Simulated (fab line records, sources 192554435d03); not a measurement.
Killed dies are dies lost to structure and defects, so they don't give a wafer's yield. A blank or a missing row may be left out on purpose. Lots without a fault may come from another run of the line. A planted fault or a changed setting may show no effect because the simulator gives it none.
Problem report in the 8D (eight disciplines) form, filled by code | flow n5_finfet | the parts of the form that need people (team, actions taken, sign-off) are left out

1. THE PROBLEM
spin_speed_rpm at N5_BEOL_M1_COAT_61 reads a mean of 1021.4 rpm on 6 wafers of 2 lots; wafers without a fault read 1500.2 rpm with a standard deviation of 0.94. That is -99 or more standard deviations from the usual mean.
The step: time 60 s, resist thk 60 nm.
First seen on wafer L672.1, day 9 02:26, on litho_track-05. The record holds 12 wafers of 4 lots with a number at this step. Rule for "out", or "out of limits": more than 4 standard deviations from the usual mean. The other wafers with a number count as sound.

2. WHAT IT IS AND WHAT IT IS NOT
question                    | is                     | is not
which readings at this step | spin_speed_rpm         | -
which lots                  | L672, L674             | L660, L681
which wafers of those lots  | all that have a number | -
read on which tools         | litho_track-05         | litho_track-03
when                        | from day 9 02:26       | up to then (3 sound wafers); but 3 sound wafers of L681 came after

3. SUSPECTS, AND WHAT RULES EACH OUT
Counting: a tool at a process step up to the reading stays a suspect if it ran every lot that is out and no sound lot after the first of them.
- litho_track-05 at N5_BEOL_M1_COAT_61 (time 60 s, resist thk 60 nm): kept. It ran every lot that is out, first L672 (day 9 02:26), and no sound lot after that; its last sound lot up to then is L660 (day 6 00:11). Its own readings are out on those wafers: spin_speed_rpm.
Left after counting: litho_track-05 at N5_BEOL_M1_COAT_61.

4. THE CAUSE (what the simulator had put in)
Process parameter drift: litho_track-05, from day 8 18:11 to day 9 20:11, at N5_BEOL_M1_COAT_61. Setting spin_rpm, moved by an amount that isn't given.
Counting left only this tool.

5. THE CHAIN OF EFFECTS, in route order
Each row: a reading whose mean over the struck wafers that have a number lies more than 3 standard deviations from the usual. Only readings for which the record gives a usual standard deviation are gone through. hours: the time from each lot's start at the first step in this table that gives one to its start at this step, as a median over the lots. sigmas: the change in usual standard deviations.
hours | step               | reading        | usual      | on struck wafers | change | sigmas
0     | N5_BEOL_M1_COAT_61 | spin_speed_rpm | 1500.2 rpm | 1021.4           | -478.8 | -99 or more
The process steps in it:
- N5_BEOL_M1_COAT_61: time 60 s, resist thk 60 nm.
Later measuring or inspecting steps at which every struck wafer that the step has a row for has a number for every such reading, and none has moved that far: N5_BEOL_M4_RC_MEAS_101.

6. WHAT WOULD HAVE CAUGHT IT SOONER
In this record the first reading out of limits was taken at day 9 02:26, 8 hours after the fault began at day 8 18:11.
